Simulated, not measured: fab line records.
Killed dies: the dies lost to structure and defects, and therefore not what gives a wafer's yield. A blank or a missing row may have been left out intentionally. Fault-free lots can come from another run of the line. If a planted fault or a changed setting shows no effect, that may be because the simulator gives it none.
fab line records | flow nandHarc
record lots=6 wafers=18 lastDay=33
route steps=1302 shown A_CHANNEL_HOLE_D2@602 A_CHANNEL_FILL_D2@610 END@1302
lots untouched by any fault: they come from a run of this same line in which no faults occurred
startH: hours from the record's opening day to when the first of the lot's shown wafers began | waitH: hours since the lot's step before | " as in the row above | L1.1+2: a single row standing in for several wafers | - no value, or no start was given | * or withheld: withheld | < > ~ a bound
route shown NAME@n: a module of which the file shows steps, and the number in the route of the first | usual: mean/standard deviation of fault-free wafers | same: alike in all rows | chamber/n: place in a boat | sites: per-site readings | _std_site: the standard deviation of these | _edge_site: the outer-site mean with the inner-site mean subtracted | radiusMm: for every site, how far away it sits from the centre of the wafer | mask NAME#n: copy n | behind: the tool/chamber that last shaped the wafer | hold: why the lot was held/for how many hours/how that ended | device: names the non-switching transistor (n, p or np) | end of line: the tests these same wafers got at the end of their route | a step given without rows: its recipe and nothing more | killed: dies lost to structure and defects at the first sort, not the wafer's yield | map: dies across one wafer; x = killed, . = not, _ = none there
set.NAME: the setting that was run; set.NAME@STEP: the one run at that earlier step | model.NAME: the simulator's own value behind a step, which no gauge read
lots seen at some steps along the route; tables by step, rows by wafer
services: when a tool's chamber went out of use (startH, in hours from the record's first day, below 0 if earlier), for how many hours, and the reason
## steps
# step NHARC_A_CHANNEL_HOLE_D2_STRIP_43
# recipe o2FlowSccm=400 cosFlowSccm=20 arFlowSccm=0 biasW=0 chemistry=O2/COS
# step NHARC_A_CHANNEL_HOLE_D2_ETCH_44
# recipe targetDepthA=1400 overetchA=140 timeS=77 ionEnergyEv=100 cf4FlowSccm=80 o2FlowSccm=20 arFlowSccm=0 rfW=300 biasW=100 chemistry=CF4/O2
# usual drypumpMotorCurrentA=5.7/0.38 oesProductAu=0.997/0.0087 rfVppV=197.5/1.4 showerheadPlenumPTorr=1.32/0.055 throttleValvePct=13.399/0.0088
# same timeS=77
# columns lot.wafer tool chamber startH waitH drypumpMotorCurrentA oesProductAu rfHoursCounterH rfVppV showerheadPlenumPTorr throttleValvePct
L260.2 rieDiel-08 2 321.22 0.1 5.6 1.004 5.5 195.9 1.27 13.392
L260.1 " 3 " " 5.8 0.988 5.8 196.9 1.38 13.414
L260.5 " 1 " " 6.0 0.988 - 197.0 1.29 13.397
L264.1 rieDiel-01 1 366.46 0.1 6.6 0.986 8.7 199.9 1.42 13.404
L264.2 " 2 " " 5.6 0.998 9.2 198.6 1.39 13.405
L264.5 " 0 " " 6.1 0.991 - 199.5 1.33 13.391
L270.2 rieDiel-08 0 416.27 0.1 5.4 1.008 3.2 194.3 1.26 13.398
L270.3 " 1 " " 6.0 0.985 3.2 197.2 1.29 13.391
L270.4 " 2 " " 5.6 1.012 2.7 195.4 1.27 13.401
L269.3 rieDiel-08 2 420.52 0.1 5.6 1.002 2.9 196.0 1.27 13.380
L269.6 " 1 " " 6.0 0.992 - 196.2 1.29 13.402
L269.5 " 2 " " 5.7 0.992 - 195.9 1.27 13.407
L277.2 rieDiel-08 2 483.01 0.1 5.6 0.991 7.4 195.4 1.27 13.392
L277.3 " 0 " " 5.4 0.983 7.8 196.1 1.26 13.383
L277.5 " 2 " " 5.6 1.004 - 196.4 1.27 13.401
L279.1 rieDiel-06 3 512.54 0.1 5.3 0.985 0.8 194.8 1.24 13.377
L279.3 " 0 " " 5.7 0.997 1.2 195.5 1.32 13.391
L279.5 " 2 " " 5.7 1.000 - 199.1 1.36 13.387
# step NHARC_A_CHANNEL_HOLE_D2_STRIP_28
# recipe o2FlowSccm=500 arFlowSccm=0 biasW=0 chemistry=O2
# usual drypumpMotorCurrentA=5.8/0.38 oesProductAu=0.995/0.009 rfVppV=57.8/0.85 showerheadPlenumPTorr=3.49/0.14 throttleValvePct=17.037/0.0088
# columns lot.wafer tool chamber startH waitH drypumpMotorCurrentA oesProductAu rfHoursCounterH rfVppV showerheadPlenumPTorr throttleValvePct
L260.1 rieDiel-08 1 - - 6.0 0.988 5.4 58.1 3.42 17.038
L260.2 " 2 " " 5.7 0.991 5.5 58.2 3.37 17.041
L260.5 " 2 " " 5.6 0.994 - 56.6 3.37 17.038
L264.1 rieDiel-01 1 - - 6.6 0.990 8.8 57.4 3.75 17.038
L264.2 " 3 " " 5.0 1.000 8.5 57.9 3.58 17.036
L264.5 " 1 " " 6.6 0.995 - 58.7 3.75 17.054
L270.3 rieDiel-08 2 - - 5.7 1.003 2.7 57.7 3.37 17.043
L270.4 " 3 " " 5.8 0.988 2.8 57.4 3.63 17.046
L270.2 " 0 " " 5.4 0.998 3.3 56.1 3.34 17.030
L269.3 rieDiel-08 0 - - 5.4 1.007 3.4 57.7 3.34 17.044
L269.6 " 0 " " 5.4 1.002 - 57.7 3.34 17.050
L269.5 " 1 " " 6.0 0.984 - 57.9 3.42 17.028
L277.2 rieDiel-08 0 - - 5.4 0.999 7.8 58.3 3.33 17.032
L277.3 " 2 " " 5.6 1.005 7.4 56.0 3.36 17.054
L277.5 " 1 " " 6.0 0.981 - 57.0 3.42 17.040
L279.1 rieDiel-06 2 - - 5.7 0.984 0.8 58.4 3.59 17.028
L279.3 " 0 " " 5.7 1.006 1.3 58.4 3.48 17.044
L279.5 " 2 " " 5.7 1.000 - 59.0 3.59 17.046
# step NHARC_A_CHANNEL_HOLE_D2_PRECLEAN_29
# recipe timeS=* tempC=50 bathAgeMin=0 chemistry=SC1
# step NHARC_A_CHANNEL_HOLE_D2_SRD_30
# step NHARC_A_CHANNEL_HOLE_D2_CD_MEAS_31
# usual cdNm=90.1/1.4
# columns lot.wafer tool chamber startH waitH cdNm
L260.1 cdSem-02 - 322.00 - 91.2
L260.2 " - " " 88.5
L260.5 " - " " 89.0
L264.1 cdSem-02 - 367.29 0.1 88.8
L264.2 " - " " 90.9
L264.5 " - " " 90.6
L270.2 cdSem-03 - 417.08 - 90.3
L270.3 " - " " 90.4
L270.4 " - " " 90.2
L269.3 cdSem-03 - 421.33 - 89.5
L269.5 " - " " 90.9
L269.6 " - " " 92.0
L277.2 cdSem-02 - 483.80 - 89.5
L277.3 " - " " 90.9
L277.5 " - " " 90.3
L279.1 cdSem-01 - 513.33 - 89.6
L279.3 " - " " 86.7
L279.5 " - " " 90.2
# step NHARC_A_CHANNEL_HOLE_D2_XSEM_32
# recipe landingEnergyEv=35000
# step NHARC_A_CHANNEL_HOLE_D2_INSPECT_40
# usual rawDefectCount=280/86
# columns lot.wafer tool chamber startH waitH rawDefectCount
L260.1 defectInspect-01 - 322.19 - 392
L260.2 " - " " 261
L260.5 " - " " 240
L264.1 defectInspect-02 - 367.48 - 198
L264.2 " - " " 225
L264.5 " - " " 187
L270.2 defectInspect-01 - 417.27 - 348
L270.3 " - " " 468
L270.4 " - " " 304
L269.3 defectInspect-02 - 421.51 - 187
L269.5 " - " " 240
L269.6 " - " " 230
L277.2 defectInspect-02 - 483.99 - 317
L277.3 " - " " 253
L277.5 " - " " 213
L279.1 defectInspect-01 - 513.53 - 179
L279.3 " - " " 247
L279.5 " - " " 283
# step NHARC_A_CHANNEL_FILL_D2_PRECLEAN_00
# recipe timeS=* tempC=50 bathAgeMin=0 chemistry=SC1
# step NHARC_A_CHANNEL_FILL_D2_SRD_01
# step NHARC_A_CHANNEL_FILL_D2_ALD_02
# recipe targetThkA=60 pulseTimeS=10 aldCycles=60 tempC=300 material=SiO2
# usual aldCycles=60/0 heaterPowerW=488/55 precursorPulseHeightRel=1.001/0.02
# same pulseTimeS=10
# columns lot.wafer tool chamber startH waitH aldCycles heaterPowerW precursorPulseHeightRel
L260.2 aldHk-01 2 322.69 - 60 415 1.038
L260.1 " 3 " " 60 421 0.983
L260.5 " 0 " " 60 384 0.995
L264.2 aldHk-04 3 369.36 - 60 524 1.016
L264.1 " 0 " " 60 486 0.975
L264.5 " 2 " " 60 525 1.021
L270.2 aldHk-04 2 417.46 - 60 535 1.009
L270.4 " 0 " " 60 496 1.042
L270.3 " 1 " " 60 509 1.020
L269.3 aldHk-04 3 421.78 - 60 519 1.027
L269.5 " 2 " " 60 553 0.987
L269.6 " 3 " " 60 530 1.000
L277.2 aldHk-04 2 485.04 - 60 559 0.982
L277.3 " 0 " " 60 476 1.002
L277.5 " 3 " " 60 551 0.989
L279.3 aldHk-02 1 513.80 - 60 450 1.002
L279.1 " 2 " " 60 413 1.026
L279.5 " 2 " " 60 407 1.034
# step NHARC_A_CHANNEL_FILL_D2_ALD_03
# recipe targetThkA=60 pulseTimeS=60 aldCycles=58 tempC=630 pressureTorr=2 material=SiNx
# usual aldCycles=58/0 precursorPulseHeightRel=0.999/0.02
# same pulseTimeS=60
# columns lot.wafer tool chamber startH waitH aldCycles precursorPulseHeightRel
L260.1 aldSinBatch-03 0 - - 58 1.001
L260.2 " 0 " " 58 1.016
L260.5 " 0 " " 58 0.997
L264.1 aldSinBatch-01 0 - - 58 1.014
L264.2 " 0 " " 58 0.984
L264.5 " 0 " " 58 1.016
L270.2 aldSinBatch-02 0 - - 58 0.988
L270.3 " 0 " " 58 1.003
L270.4 " 0 " " 58 1.019
L269.3 aldSinBatch-02 0 - - 58 0.984
L269.5 " 0 " " 58 1.007
L269.6 " 0 " " 58 0.987
L277.2 aldSinBatch-01 0 - - 58 0.987
L277.3 " 0 " " 58 1.030
L277.5 " 0 " " 58 0.971
L279.1 aldSinBatch-03 0 - - 58 0.992
L279.3 " 0 " " 58 0.993
L279.5 " 0 " " 58 0.996
# step NHARC_A_CHANNEL_FILL_D2_ALD_14
# recipe targetThkA=25 pulseTimeS=10 aldCycles=25 tempC=300 material=SiO2
# usual aldCycles=25/0 heaterPowerW=458/57 precursorPulseHeightRel=1.002/0.019
# same pulseTimeS=10
# columns lot.wafer tool chamber startH waitH aldCycles heaterPowerW precursorPulseHeightRel
L260.1 aldHk-04 1 329.54 0.0 25 507 0.964
L260.2 " 3 " " 25 539 1.013
L260.5 " 2 " " 25 538 0.982
L264.2 aldHk-02 1 376.23 0.1 25 451 0.956
L264.1 " 3 " " 25 397 0.996
L264.5 " 1 " " 25 455 1.036
L270.2 aldHk-02 0 424.52 0.1 28 545 1.021
L270.3 " 1 " " 25 457 0.994
L270.4 " 2 " " 25 412 1.012
L269.3 aldHk-02 2 428.84 0.2 25 408 1.019
L269.6 " 3 " " 25 403 1.008
L269.5 " 0 " " 28 540 1.009
L277.3 aldHk-04 1 492.00 0.1 25 528 1.007
L277.2 " 2 " " 25 550 0.992
L277.5 " 3 " " 25 543 1.009
L279.1 aldHk-01 0 520.91 0.1 25 396 1.014
L279.3 " 2 " " 25 436 0.992
L279.5 " 0 " " 25 396 1.007
# step NHARC_A_CHANNEL_FILL_D2_ALD_15
# recipe targetThkA=20 pulseTimeS=60 aldCycles=19 tempC=630 pressureTorr=2 material=SiNx
# usual aldCycles=19/0 precursorPulseHeightRel=1.003/0.019
# same pulseTimeS=60
# columns lot.wafer tool chamber startH waitH aldCycles precursorPulseHeightRel
L260.1 aldSinBatch-03 0 - - 19 0.958
L260.2 " 0 " " 19 1.023
L260.5 " 0 " " 19 1.000
L264.1 aldSinBatch-01 0 - - 19 1.008
L264.2 " 0 " " 19 0.995
L264.5 " 0 " " 19 0.996
L270.2 aldSinBatch-03 0 - - 19 0.987
L270.3 " 0 " " 19 0.994
L270.4 " 0 " " 19 1.006
L269.3 aldSinBatch-01 0 - - 19 1.039
L269.5 " 0 " " 19 1.014
L269.6 " 0 " " 19 1.007
L277.2 aldSinBatch-02 0 - - 19 1.028
L277.3 " 0 " " 19 0.998
L277.5 " 0 " " 19 0.971
L279.1 aldSinBatch-03 0 - - 19 0.997
L279.3 " 0 " " 19 0.990
L279.5 " 0 " " 19 1.003
# step NHARC_END_SORT_01
# recipe tempC=25
# usual killedAtArray=56/19 killedAtOther=0.8/1.1 killedAtPeriphery=3.4/2.5 killedDies=60/19 killedOpen=2.9/1.7 killedShort=2.4/1.6
# same grossDies=677
# columns lot.wafer tool chamber startH waitH killedAtArray killedAtOther killedAtPeriphery killedDies killedOpen killedShort
L264.1 prober-01 0 639.41 2.5 43 3 8 54 2 2
L264.2 prober-01 0 640.20 2.8 39 2 4 45 2 2
L264.5 prober-01 0 642.57 3.7 49 0 7 56 3 3
L269.6 prober-01 0 685.35 4.0 51 0 4 55 2 0
L279.1 prober-02 0 779.29 2.5 59 0 4 63 5 2
L279.3 prober-02 0 780.88 3.1 57 0 3 60 3 2
L279.5 prober-02 0 782.47 3.7 53 1 1 55 1 4
# killed by level:class
L264.1 A_CHANNEL_HOLE_D2:chamberFilmFlake=28 P_CONTACT:chamberFilmFlake=5 A_CHANNEL_HOLE_D1:chamberFilmFlake=5 A_CONTACT:chamberFilmFlake=5 THIN_TSV:chamberFilmFlake=3 P_GATE:geometricParticle:short=1 A_ONON_D1:geometricParticle:open=1 A_CHANNEL_HOLE_D1:geometricParticle:short=1
L264.2 A_CHANNEL_HOLE_D2:chamberFilmFlake=23 A_CHANNEL_HOLE_D1:chamberFilmFlake=5 A_CONTACT:chamberFilmFlake=4 P_CONTACT:chamberFilmFlake=3 THIN_TSV:chamberFilmFlake=2 P_CONTACT:geometricParticle:open=1 A_ONON_D1:geometricParticle:open=1 A_DECK1_JOINT:geometricParticle:short=1
L264.5 A_CHANNEL_HOLE_D2:chamberFilmFlake=23 A_CHANNEL_HOLE_D1:chamberFilmFlake=7 A_WL_FILL:chamberFilmFlake=5 A_CONTACT:chamberFilmFlake=4 P_CONTACT:chamberFilmFlake=3 P_BONDPAD:chamberFilmFlake=2 A_STAIRCASE:chamberFilmFlake=2 A_SLIT:chamberFilmFlake=2
L269.6 A_SLIT:chamberFilmFlake=33 A_CONTACT:chamberFilmFlake=8 P_M2:chamberFilmFlake=3 A_CHANNEL_HOLE_D1:chamberFilmFlake=2 A_DECK1_JOINT:chamberFilmFlake=2 A_CHANNEL_FILL_D2:chamberFilmFlake=2 A_CHANNEL_FILL_D1:geometricParticle:open=1 A_M0:geometricParticle:open=1
L279.1 A_SLIT:chamberFilmFlake=38 A_CONTACT:chamberFilmFlake=7 A_CHANNEL_FILL_D2:chamberFilmFlake=3 A_CHANNEL_FILL_D1:chamberFilmFlake=2 A_STAIRCASE:chamberFilmFlake=2 P_CONTACT:geometricParticle:open=1 P_M0:geometricParticle:open=1 A_SOURCE_PLATE:geometricParticle:short=1
L279.3 A_SLIT:chamberFilmFlake=31 A_CONTACT:chamberFilmFlake=8 A_CHANNEL_FILL_D1:chamberFilmFlake=4 A_CHANNEL_HOLE_D1:unspecified=3 A_STAIRCASE:chamberFilmFlake=3 P_GATE:geometricParticle:open=1 A_ONON_D1:geometricParticle:open=1 A_CHANNEL_FILL_D1:geometricParticle:short=1
L279.5 A_SLIT:chamberFilmFlake=31 A_CONTACT:chamberFilmFlake=7 A_CHANNEL_FILL_D1:chamberFilmFlake=4 A_CHANNEL_FILL_D2:chamberFilmFlake=3 A_CHANNEL_FILL_D1:geometricParticle:short=1 A_ONON_D2:geometricParticle:short=1 A_CHANNEL_HOLE_D2:geometricParticle:short=1 A_WL_FILL:geometricParticle:short=1
## services
# columns tool chamber startH hours kind
aldHk-01 - 297.78 10.0 pm
rieDiel-08 0 297.80 - clean
rieDiel-08 1 297.80 - clean
rieDiel-08 2 297.80 - clean
rieDiel-08 3 297.80 - clean
rieDiel-06 - 307.20 9.0 pm
rieDiel-08 0 322.30 - clean
rieDiel-08 1 322.30 - clean
rieDiel-06 0 323.13 4.4 repair
rieDiel-01 - 336.21 0.9 repair
rieDiel-06 3 338.40 5.2 repair
rieDiel-06 - 363.40 1.3 repair
aldHk-04 - 366.59 1.5 repair
rieDiel-08 - 367.80 9.0 pm
rieDiel-01 - 380.80 9.0 pm
aldSinBatch-01 - 417.79 4.8 repair
aldHk-04 - 435.18 10.0 pm
rieDiel-01 0 441.94 9.4 repair
aldHk-01 - 475.78 10.0 pm
rieDiel-06 - 484.20 9.0 pm
rieDiel-08 1 502.07 7.4 repair
aldSinBatch-01 - 506.39 26.0 pm
rieDiel-01 2 512.79 9.8 repair
aldSinBatch-02 - 514.55 2.2 repair
## key
firstSign step=NHARC_A_CHANNEL_FILL_D2_ALD_14 reading=aldCycles direction=up sigmas=99+ usual=25 struck=28
effect none on later readings
metAt NHARC_A_CHANNEL_FILL_D2_ALD_14
struckWafers L269.5,L270.2
testerLeftOut L269,L270
fault kind=processParameterDrift tool=aldHk-02 chamber=0 onsetH=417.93 steps=NHARC_A_CHANNEL_FILL_D2_ALD_14 channel=aldCycles offset=3 shape=step endH=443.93 actsIn=theseRecipesOnly stated=25
# testerLeftOut: of these lots the tester's yield and bins aren't shown, on N5 and GAA mostly nor the transistor test; their killed dies are dies lost to structure and defects alone, not to doping, threshold or leakage, so they don't give the yield
